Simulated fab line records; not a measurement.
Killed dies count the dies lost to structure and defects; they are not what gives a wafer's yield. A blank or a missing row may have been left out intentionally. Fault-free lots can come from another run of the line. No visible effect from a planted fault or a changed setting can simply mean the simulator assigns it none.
fab line records ; flow n5_finfet
[record] lots = 11; wafers = 32; last_day = 19
route steps=1938 shown BEOL_M15@1790
lots with no fault: from the same line, run without faults
start_h: the number of hours between the record's first day and the start of the first shown wafer of the lot ; wait_h: hours from the lot's prior step to this one ; " repeats the value in the row above ; L1.1+2: several wafers, shown together as one row ; - value missing, or start not given ; * or withheld: withheld ; < > ~ a bound
route shown NAME@n: a module of which the file shows steps, and the number in the route of the first ; usual: average and standard deviation across the fault-free wafers ; same: alike in all rows ; chamber/n: place in a boat ; sites: each site's reading ; _std_site: standard deviation across them ; _edge_site: inner sites' mean taken away from outer sites' mean ; radius_mm: for every site, how far away it sits from the centre of the wafer ; mask NAME#n: copy n ; behind: the most recent tool/chamber to have shaped the wafer ; hold: the reason the lot was held/the length of the hold in hours/how it ended ; device: whichever transistor did not switch (one of n, p or np) ; end of line: tests run on the same wafers once the route is complete ; where a step has no rows: the recipe by itself ; killed: count of dies lost to structure and defects at first sort (not the wafer's yield) ; map: per-die view of a wafer (x killed, . not killed, _ where there is no die)
set.NAME: the run value of the setting; set.NAME@STEP: its run value at that earlier step ; model.NAME: the simulator's own value behind a step, which no gauge read
steps of the route over a sample of lots; a table a step, a row a wafer
services: from which hour (start_h, from the record's first day; less than 0 if before it) a tool's chamber was out of use, for how many hours, and why
[[steps]]
[step N5_BEOL_M15_STRIP_64]
[recipe] chemistry = O2; power_w = 600; temp_c = 60; pressure_mtorr = 30; rf_frequency_hz = 6e+07; bias_power_w = 0; overash_fraction = 0.3; o2_flow_sccm = 225
[usual] drypump_motor_current_A = 5.6/0.39; oes_product_au = 0.78/0.081; rf_vpp_V = 3.7/0.49; showerhead_plenum_p_Torr = 2.08/0.055; throttle_valve_pct = 16.66/0.23
lot.wafer;tool;chamber;start_h;wait_h;drypump_motor_current_A;oes_product_au;rf_hours_counter_h;rf_vpp_V;showerhead_plenum_p_Torr;throttle_valve_pct
L532.2;rie_diel-05;3;-;-;5.1;0.94;11;3.2;2.06;16.57
L532.3;rie_diel-05;2;-;-;6.2;0.82;82;3.2;2.13;16.40
L532.5;rie_diel-05;2;-;-;6.2;0.81;-;3.3;2.13;16.41
L535.1;rie_diel-02;3;-;-;5.6;0.87;33;3.7;2.03;16.38
L535.5;rie_diel-02;2;-;-;6.1;0.72;-;3.3;2.09;16.79
L539.1;rie_diel-05;2;-;-;6.2;0.80;96;4.4;2.12;16.45
L539.3;rie_diel-05;1;-;-;5.6;0.67;250;3.2;2.14;16.68
L539.6;rie_diel-05;2;-;-;6.2;0.80;-;3.5;2.12;16.42
L541.1;rie_diel-06;1;-;-;6.6;0.94;10;3.1;2.06;16.39
L541.4;rie_diel-06;0;-;-;5.2;0.76;157;3.5;2.01;16.93
L541.5;rie_diel-06;3;-;-;5.7;0.68;-;3.8;2.17;16.96
L546.2;rie_diel-05;3;-;-;5.1;0.88;35;3.4;2.05;16.64
L546.3;rie_diel-05;2;-;-;6.2;0.79;111;3.6;2.12;16.46
L546.5;rie_diel-05;0;-;-;5.3;0.78;-;4.4;2.02;16.44
L547.1;rie_diel-06;1;-;-;6.6;0.90;19;4.8;2.06;16.43
L547.3;rie_diel-06;2;-;-;5.6;0.69;236;3.2;2.15;16.76
L547.4;rie_diel-06;0;-;-;5.2;0.75;169;4.0;2.00;16.96
L545.1;rie_diel-06;3;-;-;5.6;0.68;243;4.2;2.16;16.98
L545.5;rie_diel-06;3;-;-;5.6;0.67;-;3.2;2.16;16.97
L545.6;rie_diel-06;2;-;-;5.6;0.71;-;3.6;2.15;16.78
L551.2;rie_diel-02;0;-;-;5.1;0.66;242;3.9;2.15;17.07
L551.3;rie_diel-02;3;-;-;5.6;0.83;60;4.0;2.02;16.44
L551.5;rie_diel-02;3;-;-;5.6;0.82;-;4.6;2.02;16.43
L552.1;rie_diel-02;3;-;-;5.7;0.81;67;3.6;2.02;16.43
L552.2;rie_diel-02;0;-;-;5.1;0.66;249;3.5;2.15;17.08
L552.3;rie_diel-02;2;-;-;6.0;0.70;227;3.8;2.08;16.85
L553.1;rie_diel-02;3;-;-;5.6;0.82;67;3.9;2.02;16.44
L553.3;rie_diel-02;2;-;-;6.0;0.70;228;3.8;2.08;16.83
L553.5;rie_diel-02;3;-;-;5.6;0.82;-;3.9;2.02;16.45
L555.1;rie_diel-02;2;-;-;6.0;0.69;241;4.6;2.08;16.89
L555.3;rie_diel-02;3;-;-;5.7;0.80;80;3.7;2.02;16.48
L555.5;rie_diel-02;3;-;-;5.6;0.80;-;4.0;2.02;16.48
[step N5_BEOL_M15_OVL_MEAS_29]
[recipe] points_per_wafer = 44
[usual] M15_OVL = 3/5.7
lot.wafer;tool;chamber;start_h;wait_h;M15_OVL[nm]
L532.2;overlay-01;0;279.32;0.0;2
L532.3;overlay-01;0;279.32;0.0;10
L532.5;overlay-01;0;279.32;0.0;8
L535.1;overlay-01;0;302.51;0.0;5
L535.5;overlay-01;0;302.51;0.0;9
L539.1;overlay-02;0;326.82;0.0;0
L539.3;overlay-02;0;326.82;0.0;2
L539.6;overlay-02;0;326.82;0.0;-1
L541.1;overlay-02;0;343.01;0.0;-2
L541.4;overlay-02;0;343.01;0.0;-10
L541.5;overlay-02;0;343.01;0.0;-5
L546.2;overlay-01;0;369.46;0.0;4
L546.3;overlay-01;0;369.46;0.0;6
L546.5;overlay-01;0;369.46;0.0;2
L547.1;overlay-01;0;384.11;0.0;11
L547.3;overlay-01;0;384.11;0.0;6
L547.4;overlay-01;0;384.11;0.0;14
L545.1;overlay-01;0;384.50;0.0;8
L545.5;overlay-01;0;384.50;0.0;1
L545.6;overlay-01;0;384.50;0.0;6
L551.2;overlay-02;0;394.19;0.0;6
L551.3;overlay-02;0;394.19;0.0;2
L551.5;overlay-02;0;394.19;0.0;6
L552.1;overlay-02;0;414.42;0.0;-4
L552.2;overlay-02;0;414.42;0.0;0
L552.3;overlay-02;0;414.42;0.0;-9
L553.1;overlay-02;0;415.46;0.0;4
L553.3;overlay-02;0;415.46;0.0;-2
L553.5;overlay-02;0;415.46;0.0;-1
L555.1;overlay-02;0;444.90;0.0;7
L555.3;overlay-02;0;444.90;0.0;6
L555.5;overlay-02;0;444.90;0.0;4
[step N5_BEOL_M15_ETCH_61]
[recipe] chemistry = N2/H2; target = BARC; target_depth_a = 890; overetch_a = 267; time_s = 67.9; ion_energy_ev = 200; pressure_mtorr = 30; source_w = 840; bias_w = 150; n2_flow_sccm = 200; h2_flow_sccm = 200
[usual] drypump_motor_current_A = 5.6/0.39; oes_product_au = 0.67/0.064; rf_vpp_V = 523.4/2; showerhead_plenum_p_Torr = 2.53/0.073; throttle_valve_pct = 17.88/0.25
lot.wafer;tool;chamber;start_h;wait_h;drypump_motor_current_A;oes_product_au;rf_hours_counter_h;rf_vpp_V;showerhead_plenum_p_Torr;throttle_valve_pct
L532.2;rie_diel-06;2;279.45;0.0;5.6;0.62;203;525.5;2.63;18.05
L532.3;rie_diel-06;3;279.45;0.0;5.7;0.61;209;526.7;2.62;18.03
L532.5;rie_diel-06;2;279.45;0.0;5.6;0.62;-;525.7;2.63;18.04
L535.1;rie_diel-05;3;302.98;0.0;5.1;0.78;18;522.1;2.48;17.81
L535.5;rie_diel-05;3;302.98;0.0;5.1;0.79;-;522.3;2.48;17.81
L539.1;rie_diel-02;2;326.92;0.0;6.1;0.62;202;523.6;2.52;17.90
L539.3;rie_diel-02;0;326.92;0.0;5.1;0.59;226;525.9;2.60;18.25
L539.6;rie_diel-02;2;326.92;0.0;6.0;0.62;-;524.1;2.52;17.89
L541.1;rie_diel-02;0;343.10;0.0;5.1;0.59;231;526.1;2.60;18.25
L541.4;rie_diel-02;1;343.10;0.0;5.6;0.68;94;520.9;2.47;17.99
L541.5;rie_diel-02;3;343.10;0.0;5.6;0.72;-;522.2;2.49;17.83
L546.2;rie_diel-02;1;369.55;0.0;5.7;0.67;103;522.0;2.47;18.00
L546.3;rie_diel-02;0;369.55;0.0;5.1;0.58;236;525.5;2.59;18.27
L546.5;rie_diel-02;1;369.55;0.0;5.6;0.67;-;521.9;2.47;18.00
L547.1;rie_diel-05;0;384.21;0.0;5.2;0.66;141;521.0;2.42;17.39
L547.3;rie_diel-05;1;384.21;0.0;5.6;0.80;11;526.2;2.60;17.57
L547.4;rie_diel-05;2;384.21;0.0;6.2;0.66;117;523.4;2.58;17.72
L545.1;rie_diel-05;3;384.64;0.0;5.1;0.75;41;523.0;2.47;17.87
L545.5;rie_diel-05;3;384.64;0.0;5.2;0.74;-;523.1;2.47;17.85
L545.6;rie_diel-05;2;384.64;0.0;6.2;0.66;-;524.7;2.58;17.71
L551.2;rie_diel-02;1;394.29;0.0;5.7;0.66;109;521.3;2.47;18.02
L551.3;rie_diel-02;0;394.29;0.0;5.1;0.58;243;526.1;2.59;18.26
L551.5;rie_diel-02;3;394.29;0.0;5.6;0.71;-;522.2;2.48;17.86
L552.1;rie_diel-06;2;414.94;0.0;5.6;0.59;247;524.8;2.61;18.12
L552.2;rie_diel-06;0;414.94;0.0;5.2;0.62;180;520.3;2.43;18.24
L552.3;rie_diel-06;0;414.94;0.0;5.2;0.63;-;520.7;2.43;18.26
L553.1;rie_diel-05;0;415.67;0.0;5.2;0.65;150;519.7;2.42;17.43
L553.3;rie_diel-05;1;415.67;0.0;5.6;0.78;21;524.7;2.60;17.57
L553.5;rie_diel-05;0;415.67;0.0;5.2;0.65;-;521.9;2.42;17.40
L555.1;rie_diel-05;1;445.22;0.0;5.6;0.77;30;524.7;2.60;17.60
L555.3;rie_diel-05;2;445.22;0.0;6.2;0.66;136;523.8;2.57;17.77
L555.5;rie_diel-05;3;445.22;0.0;5.1;0.72;-;522.8;2.46;17.88
[step N5_BEOL_M15_ETCH_38]
[recipe] chemistry = CF4/N2; target = SiCN; target_depth_a = 1064; taper_deg = 2; time_s = 120.5; ion_energy_ev = 150; mask_material = SiO2; pressure_mtorr = 40; source_w = 430; bias_w = 70; Ar_flow_sccm = 100; cf4_flow_sccm = 60; n2_flow_sccm = 60
[usual] drypump_motor_current_A = 5.6/0.43; oes_product_au = 0.79/0.089; rf_vpp_V = 381.9/1.7; showerhead_plenum_p_Torr = 2.19/0.059; throttle_valve_pct = 15.47/0.25
lot.wafer;tool;chamber;start_h;wait_h;drypump_motor_current_A;oes_product_au;rf_hours_counter_h;rf_vpp_V;showerhead_plenum_p_Torr;throttle_valve_pct
L532.2;rie_diel-05;3;285.30;-;5.1;0.91;14;380.5;2.18;15.38
L532.3;rie_diel-05;1;285.30;-;5.6;0.70;238;383.6;2.26;15.49
L532.5;rie_diel-05;0;285.30;-;5.3;0.81;-;381.7;2.14;15.17
L535.1;rie_diel-02;3;303.49;-;5.7;0.88;35;380.9;2.15;15.17
L535.5;rie_diel-02;1;303.49;-;5.6;0.79;-;380.8;2.14;15.56
L539.1;rie_diel-06;3;328.96;-;5.6;0.68;226;384.8;2.26;15.68
L539.3;rie_diel-06;0;328.96;-;5.1;0.75;154;381.1;2.13;15.75
L539.6;rie_diel-06;1;328.96;-;6.6;0.96;-;380.6;2.17;15.13
L541.1;rie_diel-05;2;345.09;-;6.2;0.80;103;382.6;2.22;15.15
L541.4;rie_diel-05;2;345.09;-;6.2;0.81;-;382.9;2.22;15.16
L541.5;rie_diel-05;3;345.09;-;5.1;0.90;-;381.8;2.17;15.40
L546.2;rie_diel-05;0;370.18;-;5.2;0.79;136;380.8;2.13;15.22
L546.3;rie_diel-05;1;370.18;-;5.6;0.99;6;384.8;2.25;15.08
L546.5;rie_diel-05;2;370.18;-;6.2;0.79;-;384.3;2.22;15.18
L547.1;rie_diel-05;1;385.21;-;5.6;1.26;12;385.2;2.25;15.09
L547.3;rie_diel-05;2;385.21;-;6.2;1.03;117;383.1;2.21;15.20
L547.4;rie_diel-05;3;385.21;-;5.1;1.14;41;381.9;2.17;15.46
L545.1;rie_diel-06;1;395.76;-;6.5;0.91;22;379.4;2.16;15.16
L545.5;rie_diel-06;1;395.76;-;6.5;0.92;-;379.9;2.16;15.15
L545.6;rie_diel-06;0;395.76;-;5.2;0.74;-;380.0;2.12;15.77
L551.2;rie_diel-05;1;395.77;-;5.6;1.23;14;383.6;2.25;15.10
L551.3;rie_diel-05;0;395.77;-;5.2;1.01;144;380.5;2.13;15.26
L551.5;rie_diel-05;2;395.77;-;6.2;1.02;-;382.8;2.21;15.20
L552.1;rie_diel-02;2;417.79;-;6.1;0.72;230;382.0;2.17;15.56
L552.2;rie_diel-02;3;417.79;-;5.6;0.83;69;381.0;2.13;15.27
L552.3;rie_diel-02;1;417.79;-;5.7;0.75;119;380.2;2.13;15.65
L553.1;rie_diel-06;0;417.95;-;5.1;0.73;182;379.1;2.12;15.81
L553.3;rie_diel-06;0;417.95;-;5.2;0.73;-;380.7;2.12;15.79
L553.5;rie_diel-06;0;417.95;-;5.2;0.73;-;379.3;2.12;15.80
L555.1;rie_diel-06;1;448.73;-;6.5;0.89;39;380.3;2.16;15.18
L555.3;rie_diel-06;3;448.73;-;5.7;0.93;7;385.2;2.25;15.24
L555.5;rie_diel-06;3;448.73;-;5.6;0.93;-;382.5;2.25;15.27
[[services]]
tool;chamber;start_h;hours;kind
rie_diel-02;-;257.56;0.3;repair
rie_diel-05;2;260.27;5.0;repair
rie_diel-02;0;271.01;5.8;repair
rie_diel-06;1;271.31;-;clean
rie_diel-06;1;271.31;-;consumable_replace:focus_ring
rie_diel-06;1;271.31;32.9;scheduled_down
rie_diel-06;1;271.31;32.9;vent_cycle
rie_diel-06;-;295.07;0.1;repair
rie_diel-05;3;319.91;10.7;repair
rie_diel-02;1;328.63;4.6;repair
rie_diel-05;1;330.59;-;clean
rie_diel-05;1;330.59;-;consumable_replace:focus_ring
rie_diel-05;1;330.59;19.4;scheduled_down
rie_diel-05;1;330.59;19.4;vent_cycle
rie_diel-02;0;358.37;6.8;repair
rie_diel-05;-;361.43;1.6;repair
rie_diel-02;-;370.37;2.8;pm
rie_diel-06;3;406.45;-;clean
rie_diel-06;3;406.45;-;consumable_replace:focus_ring
rie_diel-06;1;410.30;9.1;repair
rie_diel-02;0;413.90;-;clean
rie_diel-02;0;413.90;-;consumable_replace:focus_ring
rie_diel-02;0;413.90;17.9;scheduled_down
rie_diel-02;0;413.90;17.9;vent_cycle
[[key]]
[first_sign] step = N5_BEOL_M15_ETCH_38; reading = oes_product_au; direction = up; sigmas = 3.7; usual = 0.79; struck = 1.12
effect none on later readings
met_at N5_BEOL_M15_ETCH_38
struck_lots L547,L551
not_acting_at N5_BEOL_M15_STRIP_64,N5_BEOL_M15_OVL_MEAS_29,N5_BEOL_M15_ETCH_61
onset_between 370.18 385.21
[fault] kind = process_parameter_drift; tool = rie_diel-05; chamber = -; onset_h = 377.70; steps = N5_BEOL_M15_ETCH_38; channel = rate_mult; offset = 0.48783; shape = step; end_h = 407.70
